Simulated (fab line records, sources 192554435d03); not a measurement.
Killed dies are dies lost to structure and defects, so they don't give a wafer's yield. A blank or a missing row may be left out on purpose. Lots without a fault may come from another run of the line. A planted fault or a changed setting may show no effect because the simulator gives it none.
fab line records | flow n5_finfet | part 2 of 2: steps 23 to 32 of 32
record lots=5 wafers=15 last_day=19
route steps=1938 shown BEOL_M12@1627
lots that met no fault: from a run of the same line without faults
start_h: hours from the record's first day to the start of the lot's first wafer shown | wait_h: hours since the lot's step before | " the same as in the row above | L1.1+2: a row that stands for several wafers | - no value, or no start given | * or withheld: withheld | < > ~ a bound
route shown NAME@n: a module of which the file shows steps, and the number in the route of the first | usual: mean/standard deviation of fault-free wafers | same: alike in all rows | chamber/n: place in a boat | sites: the reading at each site | _std_site: their standard deviation | _edge_site: outer sites' mean less inner sites' | radius_mm: how far each site lies from the wafer's centre | mask NAME#n: copy n | behind: the tool/chamber that last shaped the wafer | hold: why the lot was held/for how many hours/how that ended | device: the transistor (n, p or np) that didn't switch | end of line: the same wafers' tests at the end of the route | a step without rows: its recipe alone | killed: dies lost to structure and defects at the first sort, not the wafer's yield | map: a wafer's dies, x killed, . not, _ none there
set.NAME: the setting as run; set.NAME@STEP: as run at that earlier step | model.NAME: the simulator's own value behind a step, which no gauge read
lots at some steps of the route; a table a step, a row a wafer
services: from which hour (start_h, from the record's first day; less than 0 if before it) a tool's chamber was out of use, for how many hours, and why
## steps
# step N5_BEOL_M12_SPUTTER_44
# recipe material=Ta target_thk_a=100 temp_c=50 bias_v=80 power_w=15000 chamber_pressure_pa=0.07 time_s=16.13
# usual bias_v=80.0/0.8 throttle_valve_pct=30.3/1
# columns lot.wafer tool chamber start_h wait_h bias_v throttle_valve_pct
L075.2 pvd_sputter-01 - 253.74 0.0 80.0 28.4
L075.4 " - " " 78.6 30.2
L075.6 " - " " 80.1 28.3
L082.1 pvd_sputter-01 - 287.94 0.0 81.1 29.6
L082.3 " - " " 80.4 30.2
L082.4 " - " " 80.0 30.3
L092.2 pvd_sputter-01 - 342.79 0.0 79.8 28.5
L092.3 " - " " 79.6 30.3
L092.6 " - " " 79.0 30.2
L091.2 pvd_sputter-03 - 347.08 0.0 79.1 31.9
L091.5 " - " " 81.1 32.0
L091.6 " - " " 80.8 30.7
L096.1 pvd_sputter-03 - 412.17 0.0 81.3 32.2
L096.2 " - " " 79.4 31.1
L096.3 " - " " 80.6 31.0
# step N5_BEOL_M12_SPUTTER_45
# recipe material=Cu target_thk_a=800 temp_c=-20 bias_v=60 power_w=26000 chamber_pressure_pa=0.13 time_s=13.33
# usual bias_v=59.9/0.59 throttle_valve_pct=30.3/1
# columns lot.wafer tool chamber start_h wait_h bias_v throttle_valve_pct
L075.2 pvd_sputter-01 - 253.82 0.0 60.3 28.3
L075.4 " - " " 61.1 30.4
L075.6 " - " " 59.1 28.4
L082.1 pvd_sputter-01 - 288.02 0.0 59.3 29.6
L082.3 " - " " 59.8 30.4
L082.4 " - " " 60.2 30.3
L092.2 pvd_sputter-01 - 342.87 0.0 59.7 28.4
L092.3 " - " " 58.9 30.1
L092.6 " - " " 59.2 30.3
L091.2 pvd_sputter-03 - 347.16 0.0 59.8 32.3
L091.5 " - " " 59.7 32.1
L091.6 " - " " 60.0 30.8
L096.1 pvd_sputter-03 - 412.25 0.0 60.0 31.7
L096.2 " - " " 61.8 31.2
L096.3 " - " " 60.0 30.9
# step N5_BEOL_M12_ECD_47
# recipe material=Cu target_thk_a=7200
# columns lot.wafer tool chamber start_h wait_h
L075.2+4+6 ecd_cu-02 0,1,1 253.96 0.1
L082.1+3+4 ecd_cu-01 0,1,0 288.14 0.1
L092.2+3+6 ecd_cu-01 1,0,0 342.99 0.1
L091.2+5+6 ecd_cu-01 1,0,1 347.28 0.1
L096.1+2+3 ecd_cu-01 1,0,1 412.36 0.1
# step N5_BEOL_M12_ANNEAL_48
# recipe temp_c=225 time_s=90 ambient=N2
# usual wafer_temp_C_max=226.0/0.38
# columns lot.wafer tool chamber start_h wait_h wafer_temp_C_max
L075.2 rtp_anneal-01 0 254.19 0.2 225.9
L075.4 " 0 " " 225.7
L075.6 " 0 " " 225.9
L082.1 rtp_anneal-01 0 288.28 0.1 225.6
L082.3 " 0 " " 225.8
L082.4 " 0 " " 225.7
L092.2 rtp_anneal-01 0 343.18 0.1 225.7
L092.3 " 0 " " 225.7
L092.6 " 0 " " 225.9
L091.2 rtp_anneal-01 0 347.47 0.1 225.5
L091.5 " 0 " " 225.9
L091.6 " 0 " " 225.5
L096.1 rtp_anneal-02 0 412.51 0.1 226.4
L096.2 " 0 " " 226.4
L096.3 " 0 " " 226.3
# step N5_BEOL_M12_CMP_49
# recipe stop_on=SiOC t_overpolish_s=20.6 down_force_psi=1 platen_rpm=50 clearing_platen_down_force_psi=1.5 clearing_platen_rpm=50 post_cmp_clean=cu_alkaline target_thk_nm=320 clearing_platen_pad_velocity_m_s=0.99484 pad_velocity_m_s=0.99484
# usual barrier_field_endpoint_s=30.7/0.8 motor_current_A=6.2/0.43 overpolish_run_s=20.599/0.0099
# columns lot.wafer tool chamber start_h wait_h barrier_field_endpoint_s motor_current_A overpolish_run_s
L075.4 cmp-04 1 254.45 0.1 29.6 5.8 20.592
L075.2 " 2 " " 29.9 5.7 20.608
L075.6 " 2 " " 30.2 5.8 20.612
L082.3 cmp-02 0 288.62 0.2 29.5 6.2 20.590
L082.1 " 1 " " 30.9 6.9 20.601
L082.4 " 2 " " 30.7 6.3 20.583
L092.2 cmp-01 1 343.43 0.2 31.4 6.5 20.603
L092.3 " 2 " " 30.4 6.5 20.592
L092.6 " 2 " " 30.1 6.2 20.595
L091.2 cmp-01 1 347.79 0.3 31.2 6.4 20.592
L091.5 " 3 " " 30.8 6.2 20.597
L091.6 " 0 " " 30.7 6.2 20.580
L096.1 cmp-01 3 412.84 0.3 30.4 6.1 20.598
L096.3 " 0 " " 30.5 5.8 20.606
L096.2 " 1 " " 30.5 6.4 20.605
# step N5_BEOL_M12_THK_MEAS_50
# recipe thk_meas_gauge=xrf reads=Cu_of_BEOL_M12_ECD_47
# usual M12_THK=324/7.4
# columns lot.wafer tool chamber start_h wait_h M12_THK[nm]
L075.2 film_metro-01 - 254.75 - 325
L075.4 " - " " 336
L075.6 " - " " 323
L082.1 film_metro-01 - 288.88 - 319
L082.3 " - " " 318
L082.4 " - " " 317
L092.2 film_metro-02 - 343.72 - 338
L092.3 " - " " 327
L092.6 " - " " 333
L091.2 film_metro-02 - 348.02 - 338
L091.5 " - " " 332
L091.6 " - " " 332
L096.1 film_metro-02 - 413.10 - 327
L096.2 " - " " 323
L096.3 " - " " 331
# step N5_BEOL_M12_PRE_CLEAN_52
# recipe gas=NH3 time_s=15 temp_c=withheld rf_power_w=300
# columns lot.wafer tool chamber start_h wait_h
L075.2+4+6 pecvd-01 1,2,1 254.78 0.0
L082.1+3+4 pecvd-03 2,1,2 288.92 0.0
L092.2+3+6 pecvd-03 1,2,0 343.76 0.0
L091.2+5+6 pecvd-01 1,1,2 348.05 0.0
L096.1+2+3 pecvd-03 2,1,0 413.14 0.0
# step N5_BEOL_M12_DEP_53
# recipe material=SiCN target_thk_a=300 temp_c=withheld precursor=3MS/NH3 pressure_torr=3 rf_w=675 time_s=10.5
# usual showerhead_plenum_p_Torr=4.168/0.018 throttle_valve_pct=17.3/0.89
# columns lot.wafer tool chamber start_h wait_h showerhead_plenum_p_Torr throttle_valve_pct
L075.2 pecvd-01 1 254.81 0.0 4.177 17.4
L075.4 " 2 " " 4.148 16.4
L075.6 " 1 " " 4.180 17.6
L082.1 pecvd-03 2 288.95 0.0 4.182 15.6
L082.3 " 1 " " 4.161 17.8
L082.4 " 2 " " 4.167 15.4
L092.2 pecvd-03 1 343.79 0.0 4.180 17.9
L092.3 " 2 " " 4.166 16.0
L092.6 " 0 " " 4.187 17.4
L091.2 pecvd-01 1 348.08 0.0 4.174 17.8
L091.5 " 1 " " 4.177 17.5
L091.6 " 2 " " 4.145 16.5
L096.1 pecvd-03 2 413.16 0.0 4.173 15.8
L096.2 " 1 " " 4.164 16.8
L096.3 " 0 " " 4.195 17.6
# step N5_BEOL_M12_RS_MEAS_54
# recipe thk_meas_gauge=four-point-probe reads=Cu_of_BEOL_M12_ECD_47+Ta_of_BEOL_M12_SPUTTER_44+TaN_of_BEOL_M12_SPUTTER_43
# usual M12_RS=0.0599/0.0013
# columns lot.wafer tool chamber start_h wait_h M12_RS[ohm/sq]
L075.2 film_metro-02 - 254.87 0.0 0.0597
L075.4 " - " " 0.0577
L075.6 " - " " 0.0597
L082.1 film_metro-01 - 289.03 0.1 0.0602
L082.3 " - " " 0.0606
L082.4 " - " " 0.0606
L092.2 film_metro-01 - 343.85 0.0 0.0576
L092.3 " - " " 0.0593
L092.6 " - " " 0.0587
L091.2 film_metro-01 - 348.14 0.0 0.0577
L091.5 " - " " 0.0587
L091.6 " - " " 0.0589
L096.1 film_metro-02 - 413.23 0.0 0.0592
L096.2 " - " " 0.0603
L096.3 " - " " 0.0587
# step N5_BEOL_M12_INSPECT_55
# recipe inspect_instrument=darkfield mode=post_dep
# usual raw_defect_count=78/28
# columns lot.wafer tool chamber start_h wait_h raw_defect_count
L075.2 defect_inspect-02 - 254.90 0.0 113
L075.4 " - " " 84
L075.6 " - " " 65
L082.1 defect_inspect-02 - 289.06 0.0 52
L082.3 " - " " 53
L082.4 " - " " 57
L092.2 defect_inspect-02 - 343.88 0.0 46
L092.3 " - " " 44
L092.6 " - " " 35
L091.2 defect_inspect-02 - 348.17 0.0 32
L091.5 " - " " 55
L091.6 " - " " 50
L096.1 defect_inspect-02 - 413.25 0.0 66
L096.2 " - " " 65
L096.3 " - " " 66
## services
# columns tool chamber start_h hours kind
cmp-01 - 231.61 2.1 repair
plasma_asher-02 - 234.46 1.5 repair
wet_bench-04 - 243.97 1.9 pm
krf_scanner-02 - 249.88 0.3 repair
pecvd-01 - 262.33 14.6 pm
ecd_cu-01 - 272.53 0.3 repair
krf_scanner-02 - 280.19 1.0 pm
rtp_anneal-01 - 290.55 5.1 pm
cmp-01 - 294.23 3.9 repair
cmp-01 - 298.98 4.0 pm
ecd_cu-01 - 304.98 1.4 repair
rie_diel-06 3 307.81 6.7 repair
cmp-01 - 313.44 1.2 repair
rie_diel-01 3 330.01 15.9 repair
pecvd-03 1 334.05 5.2 repair
rie_diel-01 0 343.02 22.2 repair
pvd_sputter-01 - 354.49 2.5 repair
rie_diel-06 2 359.48 33.0 repair
pecvd-03 - 369.76 1.0 repair
pecvd-03 - 370.96 1.7 repair
ecd_cu-01 - 376.60 5.3 pm
rie_diel-01 3 402.61 1.9 repair
rie_diel-06 3 402.89 5.8 repair
rie_diel-06 2 409.65 23.8 repair
